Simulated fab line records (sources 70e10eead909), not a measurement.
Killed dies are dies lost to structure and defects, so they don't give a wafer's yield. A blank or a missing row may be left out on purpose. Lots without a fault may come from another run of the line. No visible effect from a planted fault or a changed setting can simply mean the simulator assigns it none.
A lot that was struck, set against a sound lot -- flow nand_harc -- 13 steps out of a route of 1159
Sound: these wafers, L502.2, L502.4, L502.6. The struck wafers were L509.3, L509.4, L509.5. The cause is named last.
Order at every step that has rows: each side's tool, ch and its chambers, its first start. Under that, the readings that differ: sound wafers -- struck wafers -- difference of the means -- sigmas: that difference in standard deviations of wafers without a fault.
alike: same words and numbers on both sides, and readings whose means sit less than 2 such deviations apart. not compared: any withheld reading, any reading some wafer has no value for, any bound like >300 that may hide the same value, and any number with overlapping values for which the record gives no deviation.
Wherever a step has rows on one side only, a row that says differs or no value, or a row with sigmas, the two part there. Non-overlapping numbers with no deviation appear without sigmas and do not part them. Lack of a reading on every wafer of one side parts them only where that side has two or more wafers.

NHARC_A_WL_FILL_ALD_10: deposits SiO2, target thk 50 nm, pulse time 10 s, ald cycles 500.
  sound on ald_hk-02 ch 0,1, day 17 19:37; struck on ald_hk-02 ch 0,1,2, day 19 02:34
  alike: heater_power_w, precursor_pulse_height_rel
NHARC_A_WL_FILL_ETCHBACK_16: etches the open film in C4F8/O2/Ar, target depth 88 nm, time 17.6 s.
  sound on rie_diel-04 ch 0,1,3; struck on rie_diel-05 ch 0,3
  alike: oes_product_au, rf_fwd_power_W, rf_vpp_V
  not compared: rf_hours_counter_h
then, 1 step without rows for these wafers: NHARC_A_WL_FILL_STRIP_29 (strips in O2, time 20 s).
NHARC_A_WL_FILL_ETCHBACK_17: etches the open film in Cl2/BCl3, target depth 4 nm, time 26.7 s.
  sound on rie_metal-03 ch 0,1, day 18 00:28; struck on rie_metal-03 ch 0,1, day 19 06:25
  alike: drypump_motor_current_A, oes_product_au
  not compared: rf_hours_counter_h
then, 3 steps without rows for these wafers: NHARC_A_WL_FILL_PRECLEAN_18 (cleans in dHF, time 30 s); NHARC_A_WL_FILL_SRD_21; NHARC_A_WL_FILL_CVD_23 (deposits poly-Si, target thk 40 nm, time 800 s).
NHARC_A_WL_FILL_ETCHBACK_26: etches the open film in HBr, target depth 52 nm, time 13.3 s.
  sound on rie_si-02 ch 1,2,3, day 18 05:46; struck on rie_si-02 ch 1,2,3, day 19 11:49
  alike: drypump_motor_current_A, oes_product_au, rf_fwd_power_W, throttle_valve_pct
  not compared: rf_hours_counter_h
then, 2 steps without rows for these wafers: NHARC_A_WL_FILL_PRECLEAN_30 (cleans in dHF, time 10 s); NHARC_A_WL_FILL_SRD_14.
NHARC_A_WL_FILL_ALD_19: deposits TiN, target thk 2 nm, pulse time 3 s, ald cycles 100.
  sound on ald_metal-03 ch 0,1, day 18 06:01; struck on ald_metal-02 ch 0,1,2, day 19 12:05
  alike: heater_power_w, precursor_pulse_height_rel
NHARC_A_WL_FILL_CVD_20: deposits W, target thk 75 nm, time 5064 s.
  sound on cvd_w-02 ch 0,1, day 18 06:13; struck on cvd_w-01 ch 0,1, day 19 13:41
  no value came back on the struck wafers for chamber_pressure_Torr (Torr), heater_power_outer_w (W), heater_power_w (W), throttle_valve_pct (%); on the sound wafers chamber_pressure_Torr (Torr) reads 39.99 39.94 39.93
NHARC_A_WL_FILL_CMP_12: polishes, t overpolish 30 s, target thk 75 nm.
  sound on cmp-04 ch 0,2,3, day 18 11:18; struck on cmp-02 ch 1,2, day 19 17:16
reading,sound,struck,difference,sigmas
time_to_endpoint_s (s),14.6 13.9 15.3,2.4 0.3 2.6,-12.8,-7
  alike: motor_current_A, overpolish_run_s, slurry_flow_ml_min

== WHERE THEY PART ==
Earliest at NHARC_A_WL_FILL_CVD_20; latest, in this record, at NHARC_A_WL_FILL_CMP_12.

WHY: the cause the simulator had injected
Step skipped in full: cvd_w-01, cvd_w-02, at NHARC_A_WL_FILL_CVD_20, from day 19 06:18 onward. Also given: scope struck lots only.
